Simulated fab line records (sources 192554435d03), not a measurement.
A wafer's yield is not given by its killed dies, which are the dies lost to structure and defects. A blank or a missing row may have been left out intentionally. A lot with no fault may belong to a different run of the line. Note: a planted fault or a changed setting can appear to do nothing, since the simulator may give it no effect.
The same fault as seen by 2 desks || flow n5-finfet || what lay behind the numbers comes last; until then each desk has only its own

## THE TOOL OWNER'S DESK: pvd-sputter-02
The tool's own readings at N5_BEOL_M14_SPUTTER_44 (material Ta, target thk 15 nm, time 24.19 s): means of the sampled wafers that have a number, for each lot that ran on this tool. The brackets show how far a lot's mean lies from the usual mean; more than 4 standard deviations puts the lot out of limits, marked OUT.
Columns: A = chamber-pressure-pa at N5_BEOL_M14_SPUTTER_44, usual 0.07001 Pa; B = throttle-valve-pct at N5_BEOL_M14_SPUTTER_44, usual 30.6 %
{"lot": "L914", "first seen here": "day 12 08:44", "A": 0.06999, "B": 30.5}
{"lot": "L915", "first seen here": "day 12 11:16", "A": 0.07011, "B": 30.1}
{"lot": "L927", "first seen here": "day 15 04:31", "A": 0.06989, "B": 30.6}
{"lot": "L926", "first seen here": "day 15 08:12", "A": 0.06999, "B": 30.7}
{"lot": "L936", "first seen here": "day 18 08:40", "A": 0.07014, "B": 30.2}
This desk found nothing out of limits on any of the 5 lots.

## METROLOGY DESK
What the gauges read, lot by lot, whatever tool the lot ran on: means of the sampled wafers that have a number. The brackets show how far a lot's mean lies from the usual mean; more than 4 standard deviations puts the lot out of limits, marked OUT.
Columns: A = M14_RS at N5_BEOL_M14_RS_MEAS_54, usual 0.0323 ohm/sq
{"lot": "L914", "first seen here": "day 12 09:50", "A": 0.0323}
{"lot": "L915", "first seen here": "day 12 12:28", "A": 0.0312}
{"lot": "L922", "first seen here": "day 14 00:58", "A": 0.0323}
{"lot": "L927", "first seen here": "day 15 05:38", "A": 0.0345}
{"lot": "L926", "first seen here": "day 15 09:20", "A": 0.0326}
{"lot": "L931", "first seen here": "day 15 21:04", "A": 0.0319}
{"lot": "L933", "first seen here": "day 16 15:27", "A": 0.0322}
{"lot": "L934", "first seen here": "day 16 21:14", "A": 0.0330}
{"lot": "L937", "first seen here": "day 18 00:55", "A": 0.0314}
{"lot": "L936", "first seen here": "day 18 09:47", "A": 0.0325}
This desk found nothing out of limits on any of the 10 lots.

## BROUGHT TOGETHER
Nothing out of limits was seen by the tool owner's desk.
From the metrology desk's view, nothing was out of limits.

## WHAT THE SIMULATOR HAD INSERTED
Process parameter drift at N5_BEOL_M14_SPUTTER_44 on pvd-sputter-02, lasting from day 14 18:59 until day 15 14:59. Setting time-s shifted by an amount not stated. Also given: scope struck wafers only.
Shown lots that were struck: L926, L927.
